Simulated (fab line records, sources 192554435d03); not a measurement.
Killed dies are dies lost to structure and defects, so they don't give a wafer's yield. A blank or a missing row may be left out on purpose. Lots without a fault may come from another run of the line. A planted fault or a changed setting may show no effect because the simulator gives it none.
fab line records | flow n5_finfet | part 1 of 2: steps 1 to 18 of 24
record lots=5 wafers=15 last_day=19
route steps=1938 shown BEOL_M0_SAQP@646
lots that met no fault: from a run of the same line without faults
start_h: hours from the record's first day to the start of the lot's first wafer shown | wait_h: hours since the lot's step before | " the same as in the row above | L1.1+2: a row that stands for several wafers | - no value, or no start given | * or withheld: withheld | < > ~ a bound
route shown NAME@n: a module of which the file shows steps, and the number in the route of the first | usual: mean/standard deviation of fault-free wafers | same: alike in all rows | chamber/n: place in a boat | sites: the reading at each site | _std_site: their standard deviation | _edge_site: outer sites' mean less inner sites' | radius_mm: how far each site lies from the wafer's centre | mask NAME#n: copy n | behind: the tool/chamber that last shaped the wafer | hold: why the lot was held/for how many hours/how that ended | device: the transistor (n, p or np) that didn't switch | end of line: the same wafers' tests at the end of the route | a step without rows: its recipe alone | killed: dies lost to structure and defects at the first sort, not the wafer's yield | map: a wafer's dies, x killed, . not, _ none there
set.NAME: the setting as run; set.NAME@STEP: as run at that earlier step | model.NAME: the simulator's own value behind a step, which no gauge read
lots at some steps of the route; a table a step, a row a wafer
services: from which hour (start_h, from the record's first day; less than 0 if before it) a tool's chamber was out of use, for how many hours, and why
## steps
# step N5_BEOL_M0_SAQP_EXPOSE_11
# recipe mask_id=M0_CORE na=1.35 source_shape=dipole sigma_inner=0.538 sigma_outer=0.738 polarization=te target_cd_nm=42 dose_mj=55
# usual stage_vel_mm_s=499.97/0.26
# columns lot.wafer tool chamber start_h wait_h mask stage_vel_mm_s
L081.1 arfi_scanner-03 0 148.57 - M0_CORE#0 499.45
L081.2 " 0 " " M0_CORE#0 500.13
L081.4 " 0 " " M0_CORE#0 499.63
L083.1 arfi_scanner-03 0 163.63 - M0_CORE#0 499.89
L083.2 " 0 " " M0_CORE#0 500.36
L083.6 " 0 " " M0_CORE#0 499.88
L095.1 arfi_scanner-02 0 240.51 - M0_CORE#0 499.76
L095.2 " 0 " " M0_CORE#0 499.77
L095.4 " 0 " " M0_CORE#0 499.91
L090.1 arfi_scanner-03 0 241.20 - M0_CORE#0 499.89
L090.3 " 0 " " M0_CORE#0 500.25
L090.6 " 0 " " M0_CORE#0 500.04
L093.1 arfi_scanner-02 0 241.36 - M0_CORE#0 500.00
L093.2 " 0 " " M0_CORE#0 500.06
L093.5 " 0 " " M0_CORE#0 500.00
# step N5_BEOL_M0_SAQP_PEB_12
# recipe peb_temp_c=withheld peb_time_s=60 resist=CAR-ArF
# columns lot.wafer tool chamber start_h wait_h
L081.1+2+4 litho_track-01 0 148.63 0.1
L083.1+2+6 litho_track-04 0 163.69 0.1
L095.1+2+4 litho_track-01 0 240.57 0.1
L090.1+3+6 litho_track-01 0 241.26 0.1
L093.1+2+5 litho_track-01 0 241.42 0.1
# step N5_BEOL_M0_SAQP_DEVELOP_13
# recipe develop_time_s=30 developer=TMAH resist=CAR-ArF dev_temp_c=23 rinse_liquid=diw dry=air_spin
# columns lot.wafer tool chamber start_h wait_h
L081.1+2+4 litho_track-01 0 - -
L083.1+2+6 litho_track-04 0 - -
L095.1+2+4 litho_track-01 0 - -
L090.1+3+6 litho_track-01 0 - -
L093.1+2+5 litho_track-01 0 - -
# step N5_BEOL_M0_SAQP_CD_MEAS_14
# recipe target_cd_nm=42.5 landing_energy_ev=500 detector=se_inlens
# usual cd_nm=42.3/0.31
# columns lot.wafer tool chamber start_h wait_h cd_nm
L081.1 cd_sem-01 0 148.70 - 42.4
L081.2 " 0 " " 42.1
L081.4 " 0 " " 42.5
L083.1 cd_sem-03 0 163.76 - 43.0
L083.2 " 0 " " 42.7
L083.6 " 0 " " 42.4
L095.1 cd_sem-03 0 240.64 - 42.6
L095.2 " 0 " " 42.5
L095.4 " 0 " " 42.6
L090.1 cd_sem-01 0 241.32 - 42.4
L090.3 " 0 " " 42.3
L090.6 " 0 " " 42.7
L093.1 cd_sem-01 0 241.49 - 41.8
L093.2 " 0 " " 42.3
L093.5 " 0 " " 42.4
# step N5_BEOL_M0_SAQP_OVL_MEAS_15
# recipe points_per_wafer=44
# usual M0_CORE_OVL=0.2/0.71
# columns lot.wafer tool chamber start_h wait_h M0_CORE_OVL[nm]
L081.1 overlay-01 0 148.73 0.0 -1.3
L081.2 " 0 " " -0.6
L081.4 " 0 " " -0.8
L083.1 overlay-01 0 163.79 0.0 0.9
L083.2 " 0 " " 1.0
L083.6 " 0 " " 0.5
L095.1 overlay-02 0 240.67 0.0 -0.8
L095.2 " 0 " " -1.3
L095.4 " 0 " " -0.2
L090.1 overlay-02 0 241.35 0.0 -0.1
L090.3 " 0 " " -0.2
L090.6 " 0 " " 0.4
L093.1 overlay-01 0 241.52 0.0 -0.1
L093.2 " 0 " " 1.3
L093.5 " 0 " " 0.3
# step N5_BEOL_M0_SAQP_INSPECT_16
# recipe mode=adi inspect_instrument=brightfield
# usual raw_defect_count=528/140
# columns lot.wafer tool chamber start_h wait_h raw_defect_count
L081.1 defect_inspect-02 - 148.75 0.0 522
L081.2 " - " " 566
L081.4 " - " " 454
L083.1 defect_inspect-01 - 163.81 0.0 297
L083.2 " - " " 288
L083.6 " - " " 296
L095.1 defect_inspect-02 - 240.69 0.0 473
L095.2 " - " " 577
L095.4 " - " " 520
L090.1 defect_inspect-01 - 241.38 0.0 405
L090.3 " - " " 478
L090.6 " - " " 373
L093.1 defect_inspect-01 - 241.55 0.0 661
L093.2 " - " " 566
L093.5 " - " " 466
# step N5_BEOL_M0_SAQP_DESCUM_19
# recipe chemistry=O2 time_s=7.9 source_power_w=50 bias_power_w=20 pressure_mtorr=20 rf_frequency_hz=2.712e+07 temp_c=40 resist=CAR-ArF o2_flow_sccm=225
# usual drypump_motor_current_A=5.9/0.42 oes_product_au=0.78/0.093 rf_vpp_V=243.1/1.2 showerhead_plenum_p_Torr=2.10/0.065 temp_c=39.99/0.13 throttle_valve_pct=20.45/0.16
# columns lot.wafer tool chamber start_h wait_h drypump_motor_current_A oes_product_au rf_hours_counter_h rf_vpp_V showerhead_plenum_p_Torr temp_c throttle_valve_pct
L081.1 rie_diel-03 0 148.78 0.0 5.5 0.74 162 242.8 2.01 40.11 20.72
L081.2 " 3 " " 5.7 0.69 235 243.1 2.15 39.91 20.55
L081.4 " 1 " " 5.2 0.66 249 243.4 2.13 40.06 20.69
L083.1 rie_diel-03 2 163.85 0.0 5.7 0.68 231 244.1 2.06 40.05 20.79
L083.2 " 3 " " 5.7 0.69 242 243.2 2.15 39.70 20.58
L083.6 " 3 " " 5.7 0.68 - 243.8 2.15 39.85 20.57
L095.1 rie_diel-04 0 241.20 0.5 5.5 0.69 214 242.7 2.07 40.05 20.50
L095.2 " 2 " " 6.0 0.69 236 242.1 2.08 39.94 20.39
L095.4 " 1 " " 5.4 0.79 103 242.1 2.02 40.01 20.55
L090.1 rie_diel-02 2 241.73 0.4 6.4 0.84 56 243.8 2.15 39.90 20.39
L090.3 " 3 " " 5.5 0.86 45 244.4 2.23 39.96 20.36
L090.6 " 1 " " 6.4 0.71 - 243.3 2.08 40.10 20.38
L093.1 rie_diel-04 3 241.94 0.4 6.1 0.87 61 241.9 2.05 40.02 20.36
L093.2 " 0 " " 5.5 0.69 215 242.1 2.07 39.75 20.50
L093.5 " 2 " " 6.0 0.69 - 243.6 2.07 40.17 20.39
# step N5_BEOL_M0_SAQP_ETCH_83
# recipe chemistry=CF4 target=SiARC target_depth_a=390 mask_material=CAR-ArF time_s=65 ion_energy_ev=80 pressure_mtorr=40 source_w=545 bias_w=36 Ar_flow_sccm=100 cf4_flow_sccm=100 ends=cleared
# usual drypump_motor_current_A=5.8/0.41 etch_rf_on_time_s=65.3/1.3 mfc_ar_sccm=100.02/0.29 oes_product_au=0.67/0.073 rf_vpp_V=184.2/1.1 showerhead_plenum_p_Torr=2.15/0.062 throttle_valve_pct=15.61/0.23
# columns lot.wafer tool chamber start_h wait_h drypump_motor_current_A etch_rf_on_time_s mfc_ar_sccm oes_product_au rf_hours_counter_h rf_vpp_V showerhead_plenum_p_Torr throttle_valve_pct
L081.1 rie_diel-03 0 148.82 0.0 5.5 65.3 100.51 0.63 162 183.2 2.06 15.87
L081.2 " 3 " " 5.7 68.2 100.05 0.59 235 184.6 2.20 15.90
L081.4 " 1 " " 5.2 66.5 99.98 0.57 249 184.7 2.20 16.05
L083.1 rie_diel-03 2 163.88 0.0 5.7 67.6 100.12 0.59 231 184.0 2.13 16.07
L083.2 " 3 " " 5.7 68.2 99.58 0.57 242 184.1 2.20 15.89
L083.6 " 3 " " 5.6 68.4 99.84 0.57 - 184.6 2.20 15.92
L095.1 rie_diel-04 0 241.23 0.0 5.5 63.9 99.97 0.61 214 183.7 2.12 15.71
L095.2 " 2 " " 6.0 67.4 100.19 0.59 236 184.6 2.12 15.61
L095.4 " 1 " " 5.4 63.3 100.02 0.68 103 184.4 2.07 15.69
L090.1 rie_diel-02 2 241.77 0.0 6.3 65.4 99.66 0.71 56 184.6 2.16 15.34
L090.3 " 3 " " 5.5 65.0 99.90 0.73 45 187.0 2.26 15.45
L090.6 " 1 " " 6.4 64.3 99.86 0.60 - 183.9 2.13 15.53
L093.1 rie_diel-04 3 241.98 0.0 6.1 64.2 99.86 0.74 61 184.5 2.08 15.36
L093.2 " 0 " " 5.5 63.5 100.11 0.61 215 184.6 2.12 15.72
L093.5 " 2 " " 6.0 66.0 100.39 0.60 - 183.8 2.13 15.62
# step N5_BEOL_M0_SAQP_ETCH_84
# recipe chemistry=N2/H2 target=SOC target_depth_a=1000 overetch_a=200 mask_material=SiARC temp_c=40 time_s=150 ion_energy_ev=200 pressure_mtorr=30 source_w=840 bias_w=150 n2_flow_sccm=200 h2_flow_sccm=200
# usual drypump_motor_current_A=5.9/0.41 oes_product_au=0.70/0.076 rf_vpp_V=524.0/2.3 showerhead_plenum_p_Torr=2.55/0.073 temp_c=40.00/0.1 throttle_valve_pct=17.80/0.24
# columns lot.wafer tool chamber start_h wait_h drypump_motor_current_A oes_product_au rf_hours_counter_h rf_vpp_V showerhead_plenum_p_Torr temp_c throttle_valve_pct
L081.1 rie_diel-03 0 148.87 0.0 5.5 0.66 162 521.8 2.44 40.11 18.15
L081.2 " 3 " " 5.7 0.63 235 526.0 2.62 39.96 18.01
L081.4 " 1 " " 5.2 0.60 249 526.2 2.60 40.10 18.11
L083.1 rie_diel-03 2 163.93 0.0 5.7 0.63 231 523.1 2.51 40.02 18.27
L083.2 " 3 " " 5.7 0.62 242 524.7 2.62 39.90 18.03
L083.6 " 3 " " 5.7 0.62 - 526.5 2.62 40.04 18.01
L095.1 rie_diel-04 0 241.28 0.0 5.5 0.63 214 524.1 2.53 40.16 18.13
L095.2 " 2 " " 6.0 0.63 236 522.6 2.50 39.89 17.71
L095.4 " 1 " " 5.4 0.70 103 523.0 2.45 39.84 17.93
L090.1 rie_diel-02 2 241.82 0.0 6.3 0.75 57 524.9 2.57 39.95 17.55
L090.3 " 3 " " 5.5 0.75 45 526.8 2.68 40.03 17.59
L090.6 " 1 " " 6.4 0.63 - 523.4 2.52 40.00 17.71
L093.1 rie_diel-04 3 242.03 0.0 6.1 0.77 61 521.9 2.48 39.87 17.70
L093.2 " 0 " " 5.6 0.64 215 522.9 2.53 40.19 18.13
L093.5 " 2 " " 6.0 0.63 - 523.9 2.50 40.08 17.73
# step N5_BEOL_M0_SAQP_STRIP_80
# recipe chemistry=N2/H2 temp_c=40 n2_flow_sccm=200 h2_flow_sccm=200 rf_frequency_hz=6e+07
# columns lot.wafer tool chamber start_h wait_h
L081.1+2+4 rie_diel-03 0,3,1 148.97 0.0
L083.1+2+6 rie_diel-03 2,3,3 164.03 0.0
L095.1+2+4 rie_diel-04 0,2,1 241.38 0.0
L090.1+3+6 rie_diel-02 2,3,1 241.91 0.0
L093.1+2+5 rie_diel-04 3,0,2 242.13 0.0
# step N5_BEOL_M0_SAQP_HM_OPEN_112
# recipe chemistry=CHF3/O2 target=SiO2 stop_on=a-Si target_depth_a=120 over_etch_frac=1.25 mask_material=SOC time_s=13.5 pressure_mtorr=30 source_w=650 bias_w=170 Ar_flow_sccm=200 CHF3_flow_sccm=50 O2_flow_sccm=5 ion_energy_ev=200 ends=end_point
# usual drypump_motor_current_A=5.9/0.41 mfc_ar_sccm=199.9/0.61 oes_product_au=0.51/0.056 rf_vpp_V=521/6.2 showerhead_plenum_p_Torr=2.41/0.067 throttle_valve_pct=18.81/0.23
# columns lot.wafer tool chamber start_h wait_h drypump_motor_current_A mfc_ar_sccm oes_product_au rf_hours_counter_h rf_vpp_V showerhead_plenum_p_Torr throttle_valve_pct
L081.1 rie_diel-03 0 148.98 0.0 5.5 199.5 0.48 162 517 2.32 19.13
L081.2 " 3 " " 5.7 200.4 0.45 235 518 2.47 19.01
L081.4 " 1 " " 5.2 199.1 0.43 249 515 2.47 19.22
L083.1 rie_diel-03 2 164.04 0.0 5.7 199.3 0.46 231 534 2.39 19.31
L083.2 " 3 " " 5.7 200.5 0.45 242 519 2.47 19.02
L083.6 " 3 " " 5.7 200.4 0.45 - 519 2.47 19.03
L095.1 rie_diel-04 0 241.39 0.0 5.5 199.4 0.47 214 518 2.37 18.84
L095.2 " 2 " " 6.0 198.8 0.46 236 531 2.38 18.72
L095.4 " 1 " " 5.4 199.9 0.52 103 506 2.34 18.97
L090.1 rie_diel-02 2 241.92 0.0 6.4 199.0 0.54 57 523 2.43 18.53
L090.3 " 3 " " 5.5 200.0 0.55 45 518 2.54 18.65
L090.6 " 1 " " 6.4 200.9 0.46 - 525 2.39 18.73
L093.1 rie_diel-04 3 242.14 0.0 6.1 200.1 0.56 61 513 2.35 18.66
L093.2 " 0 " " 5.5 198.0 0.46 215 519 2.37 18.84
L093.5 " 2 " " 6.0 199.7 0.46 - 533 2.38 18.73
# step N5_BEOL_M0_SAQP_STRIP_113
# recipe chemistry=CHF3/O2 resist=SiARC rf_frequency_hz=6e+07
# columns lot.wafer tool chamber start_h wait_h
L081.1+2+4 rie_diel-03 0,3,1 149.03 0.0
L083.1+2+6 rie_diel-03 2,3,3 164.09 0.0
L095.1+2+4 rie_diel-04 0,2,1 241.44 0.0
L090.1+3+6 rie_diel-02 2,3,1 241.98 0.0
L093.1+2+5 rie_diel-04 3,0,2 242.19 0.0
# step N5_BEOL_M0_SAQP_MANDREL_ETCH_20
# recipe target_depth_a=600 chemistry=HBr/Cl2 target=a-Si stop_on=SiNx bt_time_s=10 mask_material=SOC over_etch_frac=0.5 time_s=30 pressure_mtorr=10 icp_w=800 bias_w=75 HBr_flow_sccm=150 Cl2_flow_sccm=80 ends=end_point
# usual drypump_motor_current_A=5.7/0.52 oes_product_au=0.769/0.012 throttle_valve_pct=35.45/0.22
# columns lot.wafer tool chamber start_h wait_h drypump_motor_current_A oes_product_au rf_hours_counter_h throttle_valve_pct
L081.1 rie_si-04 0 149.06 0.0 4.8 0.773 6 35.19
L081.2 " 2 " " 4.8 0.769 155 35.75
L081.4 " 3 " " 6.0 0.778 48 35.59
L083.1 rie_si-05 3 164.12 0.0 5.4 0.788 152 35.82
L083.2 " 0 " " 5.3 0.750 184 35.33
L083.6 " 1 " " 6.0 0.760 - 35.49
L095.1 rie_si-05 3 241.47 0.0 5.4 0.778 153 35.80
L095.2 " 1 " " 6.0 0.754 9 35.48
L095.4 " 2 " " 5.4 0.771 - 35.24
L090.1 rie_si-04 2 242.01 0.0 4.9 0.770 156 35.70
L090.3 " 1 " " 6.7 0.773 107 35.43
L090.6 " 2 " " 4.9 0.778 - 35.69
L093.1 rie_si-05 1 242.22 0.0 6.0 0.757 9 35.48
L093.2 " 3 " " 5.4 0.795 153 35.83
L093.5 " 3 " " 5.4 0.789 - 35.82
# step N5_BEOL_M0_SAQP_STRIP_86
# recipe chemistry=N2/H2 power_w=500 temp_c=40 pressure_mtorr=50 rf_frequency_hz=6e+07 overash_fraction=0.3 bias_power_w=28 h2_frac=0.5 n2_flow_sccm=300 h2_flow_sccm=300
# usual drypump_motor_current_A=5.8/0.4 oes_product_au=0.79/0.093 rf_vpp_V=122.0/1.4 showerhead_plenum_p_Torr=3.36/0.094 temp_c=40.00/0.12 throttle_valve_pct=18.9/0.35
# same overash_fraction=0.3
# columns lot.wafer tool chamber start_h wait_h drypump_motor_current_A oes_product_au rf_hours_counter_h rf_vpp_V showerhead_plenum_p_Torr temp_c throttle_valve_pct
L081.1 rie_diel-03 3 149.16 0.1 5.7 0.70 235 122.6 3.46 40.03 18.9
L081.2 " 0 " " 5.5 0.75 162 120.7 3.23 40.00 19.4
L081.4 " 1 " " 5.2 0.67 249 121.0 3.43 40.04 18.9
L083.1 rie_diel-03 0 164.22 0.1 5.5 0.74 169 120.6 3.22 40.04 19.4
L083.2 " 3 " " 5.6 0.68 242 120.2 3.45 39.99 18.9
L083.6 " 3 " " 5.7 0.69 - 121.6 3.45 40.02 18.9
L095.1 rie_diel-03 1 241.58 0.1 5.2 0.91 23 121.1 3.42 39.94 18.6
L095.2 " 3 " " 5.7 0.93 11 123.9 3.44 40.10 18.6
L095.4 " 3 " " 5.7 0.92 - 122.1 3.44 40.03 18.5
L090.1 rie_diel-04 3 242.24 0.2 6.1 0.86 62 123.0 3.28 40.05 18.8
L090.3 " 2 " " 6.0 0.69 237 120.6 3.30 40.00 18.9
L090.6 " 3 " " 6.1 0.87 - 123.4 3.28 39.86 18.8
L093.1 rie_diel-03 1 242.33 0.1 5.2 0.89 24 126.4 3.42 40.16 18.6
L093.2 " 0 " " 5.5 0.71 195 118.4 3.21 40.06 19.4
L093.5 " 0 " " 5.5 0.71 - 122.5 3.21 40.13 19.4
# step N5_BEOL_M0_SAQP_STRIP_115
# recipe chemistry=post_etch_residue_remover time_s=60 temp_c=25 remover_ph=withheld remover_water_wt_pct=withheld remover_fluoride_wt_pct=withheld
# usual temp_c=24.98/0.1
# columns lot.wafer tool chamber start_h wait_h temp_c
L081.1 wet_bench-01 1 149.23 - 24.97
L081.2 " 2 " " 25.01
L081.4 " 0 " " 25.10
L083.1 wet_bench-05 0 164.29 - 24.90
L083.2 " 4 " " 24.91
L083.6 " 2 " " 24.96
L095.1 wet_bench-01 2 241.65 - 25.06
L095.2 " 3 " " 25.03
L095.4 " 5 " " 24.97
L090.1 wet_bench-03 3 242.31 - 24.87
L090.3 " 6 " " 24.96
L090.6 " 5 " " 25.05
L093.1 wet_bench-05 5 242.39 - 24.98
L093.2 " 7 " " 25.10
L093.5 " 4 " " 24.88
# step N5_BEOL_M0_SAQP_SRD_93
# recipe dry=ipa_marangoni time_s=30 temp_c=23 rinse_liquid=diw
# usual temp_c=23.00/0.11
# columns lot.wafer tool chamber start_h wait_h temp_c
L081.1 wet_bench-01 1 149.25 0.0 22.87
L081.2 " 2 " " 23.05
L081.4 " 0 " " 22.95
L083.1 wet_bench-05 0 164.31 0.0 23.09
L083.2 " 4 " " 22.86
L083.6 " 2 " " 22.90
L095.1 wet_bench-01 2 241.67 0.0 23.03
L095.2 " 3 " " 23.12
L095.4 " 5 " " 22.96
L090.1 wet_bench-03 3 242.32 0.0 23.12
L090.3 " 6 " " 22.89
L090.6 " 5 " " 22.83
L093.1 wet_bench-05 5 242.43 0.0 22.92
L093.2 " 7 " " 23.06
L093.5 " 4 " " 22.89
# step N5_BEOL_M0_SAQP_RECESS_114
# recipe chemistry=HF/NH3 target=SiO2 target_depth_a=144 afs_cycles=3 temp_c=30 sublimation_temp_c=180 sublimation_time_s=60
# usual drypump_motor_current_A=5.55/0.23 sublimation_temp_c=180.03/0.16 temp_c=30.01/0.098
# columns lot.wafer tool chamber start_h wait_h drypump_motor_current_A sublimation_temp_c temp_c
L081.1 vapor_etch-01 1 149.29 0.0 5.70 179.88 30.05
L081.2 " 0 " " 5.62 179.98 29.98
L081.4 " 1 " " 5.70 179.89 29.94
L083.1 vapor_etch-02 0 164.36 0.0 5.17 180.22 30.07
L083.2 " 1 " " 5.74 179.93 29.92
L083.6 " 1 " " 5.74 179.91 30.05
L095.1 vapor_etch-01 1 242.30 0.6 5.72 180.25 30.06
L095.2 " 0 " " 5.63 180.18 29.93
L095.4 " 0 " " 5.61 180.19 29.88
L090.1 vapor_etch-01 0 243.02 0.7 5.56 179.97 29.98
L090.3 " 0 " " 5.57 180.12 30.01
L090.6 " 0 " " 5.60 179.87 29.90
L093.1 vapor_etch-02 0 243.02 0.6 5.17 179.96 29.99
L093.2 " 1 " " 5.74 180.07 29.90
L093.5 " 0 " " 5.19 179.90 30.02
# step N5_BEOL_M0_SAQP_SPACER1_ALD_98
# recipe material=SiO2 target_thk_a=128 temp_c=300 ald_precursor_family=BDEAS ald_co_reactant=O2-plasma pulse_time_s=1 purge_time_s=2 co_reactant_purge_time_s=2 ald_cycles=138 pressure_torr=2
# usual heater_power_w=472/46 precursor_pulse_height_rel=0.999/0.019
# columns lot.wafer tool chamber start_h wait_h heater_power_w precursor_pulse_height_rel
L081.1 ald_sin-04 0 149.68 0.3 480 1.027
L081.2 " 2 " " 497 1.001
L081.4 " 3 " " 487 1.004
L083.1 ald_sin-03 0 164.74 0.3 453 0.958
L083.2 " 3 " " 530 1.007
L083.6 " 2 " " 470 1.007
L095.1 ald_sin-02 2 243.03 0.6 383 1.021
L095.2 " 0 " " 450 0.998
L095.4 " 1 " " 521 0.989
L090.1 ald_sin-03 1 244.59 1.4 480 1.013
L090.3 " 0 " " 452 1.020
L090.6 " 2 " " 468 1.046
L093.1 ald_sin-02 0 244.84 1.7 451 0.988
L093.2 " 1 " " 528 1.010
L093.5 " 0 " " 439 0.997
